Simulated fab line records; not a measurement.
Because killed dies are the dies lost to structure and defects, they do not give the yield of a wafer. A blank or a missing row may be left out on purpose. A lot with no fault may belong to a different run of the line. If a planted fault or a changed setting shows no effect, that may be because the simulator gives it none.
Tool commonality check :: flow n5Finfet :: 27 wafers sampled across 9 lots

## WHAT PROMPTED THE OPENING
Flagged at N5_BEOL_M7_OCD_MEAS_38: reading trenchDepthNm, on 2 of 9 lots. Fault-free wafers read 93.2 nm, with a standard deviation of 1.7.
Rule: a lot is flagged when every wafer of it that has a number lies more than 4 standard deviations from that mean, or none has a number. The rest of the lots are taken to be sound.

lot: L901
measured: day 9 11:54
on: ocd-02
trenchDepthNm (nm), wafer by wafer: 92.6 95.2 93.3
flag: 

lot: L902
measured: day 9 21:29
on: ocd-01
trenchDepthNm (nm), wafer by wafer: 94.2 93.9 93.9
flag: 

lot: L908
measured: day 12 03:23
on: ocd-02
trenchDepthNm (nm), wafer by wafer: 93.4 93.3 90.3
flag: 

lot: L907
measured: day 12 03:47
on: ocd-01
trenchDepthNm (nm), wafer by wafer: 0 0 0.2
flag: FLAGGED

lot: L909
measured: day 12 08:07
on: ocd-01
trenchDepthNm (nm), wafer by wafer: 0.1 0 0.0
flag: FLAGGED

lot: L911
measured: day 12 09:38
on: ocd-01
trenchDepthNm (nm), wafer by wafer: 91.4 94.2 95.3
flag: 

lot: L913
measured: day 12 16:52
on: ocd-01
trenchDepthNm (nm), wafer by wafer: 94.7 92.4 94.5
flag: 

lot: L917
measured: day 13 19:36
on: ocd-02
trenchDepthNm (nm), wafer by wafer: 92.9 92.3 92.6
flag: 

lot: L918
measured: day 14 19:46
on: ocd-01
trenchDepthNm (nm), wafer by wafer: 92.9 93.2 96.4
flag: 
On average the flagged lots' numbers are 0.1 nm, which is -93.2 nm against the usual, or -55 standard deviations.

## WHICH TOOL RAN EACH LOT
2 process steps preceding the reading are held in the record, out of 1938 steps in the route. In each cell: the tool, then ch and the chambers that the sampled wafers went through, then the start.
lot: L901
flag: 
N5_BEOL_M7_STRIP_36: rieDiel-05 ch 0,2,3, day 9 11:42
N5_BEOL_M7_TRENCH_ETCH_37: rieDiel-05 ch 0,2,3, day 9 11:44

lot: L902
flag: 
N5_BEOL_M7_STRIP_36: rieDiel-05 ch 1,2, day 9 21:17
N5_BEOL_M7_TRENCH_ETCH_37: rieDiel-05 ch 1,2, day 9 21:19

lot: L908
flag: 
N5_BEOL_M7_STRIP_36: rieDiel-02 ch 0,2,3, day 12 03:12
N5_BEOL_M7_TRENCH_ETCH_37: rieDiel-02 ch 0,2,3, day 12 03:14

lot: L907
flag: FLAGGED
N5_BEOL_M7_STRIP_36: rieDiel-02 ch 0,3, day 12 03:36
N5_BEOL_M7_TRENCH_ETCH_37: rieDiel-02 ch 0,3, day 12 03:38

lot: L909
flag: FLAGGED
N5_BEOL_M7_STRIP_36: rieDiel-05 ch 0,1,3, day 12 07:55
N5_BEOL_M7_TRENCH_ETCH_37: rieDiel-05 ch 0,1,3, day 12 07:57

lot: L911
flag: 
N5_BEOL_M7_STRIP_36: rieDiel-02 ch 0,1,2, day 12 09:26
N5_BEOL_M7_TRENCH_ETCH_37: rieDiel-02 ch 0,1,2, day 12 09:29

lot: L913
flag: 
N5_BEOL_M7_STRIP_36: rieDiel-05 ch 0,1, day 12 16:40
N5_BEOL_M7_TRENCH_ETCH_37: rieDiel-05 ch 0,1, day 12 16:43

lot: L917
flag: 
N5_BEOL_M7_STRIP_36: rieDiel-05 ch 2,3, day 13 19:24
N5_BEOL_M7_TRENCH_ETCH_37: rieDiel-05 ch 2,3, day 13 19:26

lot: L918
flag: 
N5_BEOL_M7_STRIP_36: rieDiel-06 ch 0,1,2, day 14 19:34
N5_BEOL_M7_TRENCH_ETCH_37: rieDiel-06 ch 0,1,2, day 14 19:37
What is done by these steps:
- N5_BEOL_M7_STRIP_36: strips in N2/H2.
- N5_BEOL_M7_TRENCH_ETCH_37: etches SiCOH lowk in C4F6/O2, target depth 93.478 nm, time 31.2 s.
- N5_BEOL_M7_OCD_MEAS_38

## FLAGGED OVER TOTAL, TOOL BY TOOL (the gauges that took the reading come last)
step: N5_BEOL_M7_STRIP_36
tool: rieDiel-02
lots run: 3
flagged: 1
share of the flagged lots: some
sound lots run after its first flagged lot: 1 (L911)

step: N5_BEOL_M7_STRIP_36
tool: rieDiel-05
lots run: 5
flagged: 1
share of the flagged lots: some
sound lots run after its first flagged lot: 2 (L913,L917)

step: N5_BEOL_M7_STRIP_36
tool: rieDiel-06
lots run: 1
flagged: 0
share of the flagged lots: none
sound lots run after its first flagged lot: -

step: N5_BEOL_M7_TRENCH_ETCH_37
tool: rieDiel-02
lots run: 3
flagged: 1
share of the flagged lots: some
sound lots run after its first flagged lot: 1 (L911)

step: N5_BEOL_M7_TRENCH_ETCH_37
tool: rieDiel-05
lots run: 5
flagged: 1
share of the flagged lots: some
sound lots run after its first flagged lot: 2 (L913,L917)

step: N5_BEOL_M7_TRENCH_ETCH_37
tool: rieDiel-06
lots run: 1
flagged: 0
share of the flagged lots: none
sound lots run after its first flagged lot: -

step: N5_BEOL_M7_OCD_MEAS_38
tool: ocd-01
lots run: 6
flagged: 2
share of the flagged lots: all
sound lots run after its first flagged lot: 3 (L911,L913,L918)

step: N5_BEOL_M7_OCD_MEAS_38
tool: ocd-02
lots run: 3
flagged: 0
share of the flagged lots: none
sound lots run after its first flagged lot: -

## THE TABLE: WHAT IT ALLOWS
All flagged lots share 1 row of the table, namely ocd-01 at N5_BEOL_M7_OCD_MEAS_38.
- ocd-01 at N5_BEOL_M7_OCD_MEAS_38 ran 6 lots, 2 of them flagged. Lots that were sound ran on it after the first flagged one (L911, L913, L918); a persistent fault on the entire tool would not allow that.
Every row of the table either missed a flagged lot or ran a sound lot after the first.

## WHAT WAS PUT IN BY THE SIMULATOR
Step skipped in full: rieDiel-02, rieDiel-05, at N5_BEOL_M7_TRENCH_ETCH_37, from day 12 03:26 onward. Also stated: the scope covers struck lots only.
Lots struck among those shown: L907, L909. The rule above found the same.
